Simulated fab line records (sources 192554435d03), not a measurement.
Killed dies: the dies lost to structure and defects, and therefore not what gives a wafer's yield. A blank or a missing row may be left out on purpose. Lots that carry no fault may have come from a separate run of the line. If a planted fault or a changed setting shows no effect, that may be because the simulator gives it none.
Chamber matching || flow n5-finfet || 4 sister chambers for N5_ZERO_LAYER_DESCUM_16 on rie-diel-04
The step chemistry O2, time 7.9 s. 14 wafers are shown with their chamber, then 7 later ones without.

== WAFERS PAIRED WITH THEIR CHAMBERS ==
{"wafer": "L075.1", "chamber": 1, "showerhead-plenum-p-Torr (Torr)": 2.06, "drypump-motor-current-A (A)": 5.8, "oes-product-au (a.u.)": 0.89}
{"wafer": "L075.3", "chamber": 0, "showerhead-plenum-p-Torr (Torr)": 2.07, "drypump-motor-current-A (A)": 5.9, "oes-product-au (a.u.)": 0.75}
{"wafer": "L075.6", "chamber": 0, "showerhead-plenum-p-Torr (Torr)": 2.07, "drypump-motor-current-A (A)": 5.9, "oes-product-au (a.u.)": 0.74}
{"wafer": "L078.3", "chamber": 3, "showerhead-plenum-p-Torr (Torr)": 2.17, "drypump-motor-current-A (A)": 5.4, "oes-product-au (a.u.)": 0.78}
{"wafer": "L078.4", "chamber": 0, "showerhead-plenum-p-Torr (Torr)": 2.07, "drypump-motor-current-A (A)": 5.9, "oes-product-au (a.u.)": 0.73}
{"wafer": "L078.5", "chamber": 1, "showerhead-plenum-p-Torr (Torr)": 2.05, "drypump-motor-current-A (A)": 5.8, "oes-product-au (a.u.)": 0.87}
{"wafer": "L079.1", "chamber": 3, "showerhead-plenum-p-Torr (Torr)": 2.17, "drypump-motor-current-A (A)": 5.4, "oes-product-au (a.u.)": 0.78}
{"wafer": "L079.4", "chamber": 0, "showerhead-plenum-p-Torr (Torr)": 2.07, "drypump-motor-current-A (A)": 5.9, "oes-product-au (a.u.)": 0.73}
{"wafer": "L079.5", "chamber": 1, "showerhead-plenum-p-Torr (Torr)": 2.05, "drypump-motor-current-A (A)": 5.9, "oes-product-au (a.u.)": 0.88}
{"wafer": "L086.3", "chamber": 2, "showerhead-plenum-p-Torr (Torr)": 2.19, "drypump-motor-current-A (A)": 6.1, "oes-product-au (a.u.)": 0.76}
{"wafer": "L086.5", "chamber": 0, "showerhead-plenum-p-Torr (Torr)": 2.06, "drypump-motor-current-A (A)": 6.0, "oes-product-au (a.u.)": 0.73}
{"wafer": "L086.6", "chamber": 3, "showerhead-plenum-p-Torr (Torr)": 2.16, "drypump-motor-current-A (A)": 5.4, "oes-product-au (a.u.)": 0.77}
{"wafer": "L087.1", "chamber": 0, "showerhead-plenum-p-Torr (Torr)": 2.06, "drypump-motor-current-A (A)": 6.0, "oes-product-au (a.u.)": 0.72}
{"wafer": "L087.3", "chamber": 3, "showerhead-plenum-p-Torr (Torr)": 2.16, "drypump-motor-current-A (A)": 5.4, "oes-product-au (a.u.)": 0.77}

SIGNATURES (means of the wafers above)
{"reading": "showerhead-plenum-p-Torr", "chamber 0": 2.0667, "chamber 1": 2.0533, "chamber 2": 2.1900, "chamber 3": 2.1650, "scatter within a chamber": 0.00548}
{"reading": "drypump-motor-current-A", "chamber 0": 5.933, "chamber 1": 5.833, "chamber 2": 6.100, "chamber 3": 5.400, "scatter within a chamber": 0.0447}
{"reading": "oes-product-au", "chamber 0": 0.7333, "chamber 1": 0.8800, "chamber 2": 0.7600, "chamber 3": 0.7750, "scatter within a chamber": 0.00913}
Rule: a wafer's distance from a chamber is the root of the sum, over the readings, of the square of ((its reading less the chamber's mean) divided by the reading's scatter). The wafer belongs to the nearest chamber; if the next one is less than 2 further off, it can't be placed. The scatter is the square root of a quotient: the sum, over the shown wafers, of each reading's squared deviation from its chamber's mean, divided by wafers minus chambers.

== WAFERS WITH NO CHAMBER GIVEN ==
{"wafer": "L087.5", "showerhead-plenum-p-Torr (Torr)": 2.06, "drypump-motor-current-A (A)": 6.0, "oes-product-au (a.u.)": 0.73}
{"wafer": "L095.2", "showerhead-plenum-p-Torr (Torr)": 2.16, "drypump-motor-current-A (A)": 5.4, "oes-product-au (a.u.)": 0.76}
{"wafer": "L095.3", "showerhead-plenum-p-Torr (Torr)": 2.04, "drypump-motor-current-A (A)": 5.8, "oes-product-au (a.u.)": 0.84}
{"wafer": "L095.6", "showerhead-plenum-p-Torr (Torr)": 2.06, "drypump-motor-current-A (A)": 5.9, "oes-product-au (a.u.)": 0.72}
{"wafer": "L096.3", "showerhead-plenum-p-Torr (Torr)": 2.19, "drypump-motor-current-A (A)": 6.1, "oes-product-au (a.u.)": 0.75}
{"wafer": "L096.4", "showerhead-plenum-p-Torr (Torr)": 2.06, "drypump-motor-current-A (A)": 5.9, "oes-product-au (a.u.)": 0.72}
{"wafer": "L096.5", "showerhead-plenum-p-Torr (Torr)": 2.04, "drypump-motor-current-A (A)": 5.8, "oes-product-au (a.u.)": 0.84}

== THE CHAMBER EACH PASSED THROUGH ==
{"wafer": "L087.5", "from the rows above": 0, "in truth": 0}
{"wafer": "L095.2", "from the rows above": 3, "in truth": 3}
{"wafer": "L095.3", "from the rows above": 1, "in truth": 1}
{"wafer": "L095.6", "from the rows above": 0, "in truth": 0}
{"wafer": "L096.3", "from the rows above": 2, "in truth": 2}
{"wafer": "L096.4", "from the rows above": 0, "in truth": 0}
{"wafer": "L096.5", "from the rows above": 1, "in truth": 1}
Placed correctly: 7 of 7. Number that these rows cannot place: 0. 0 placed wrongly.
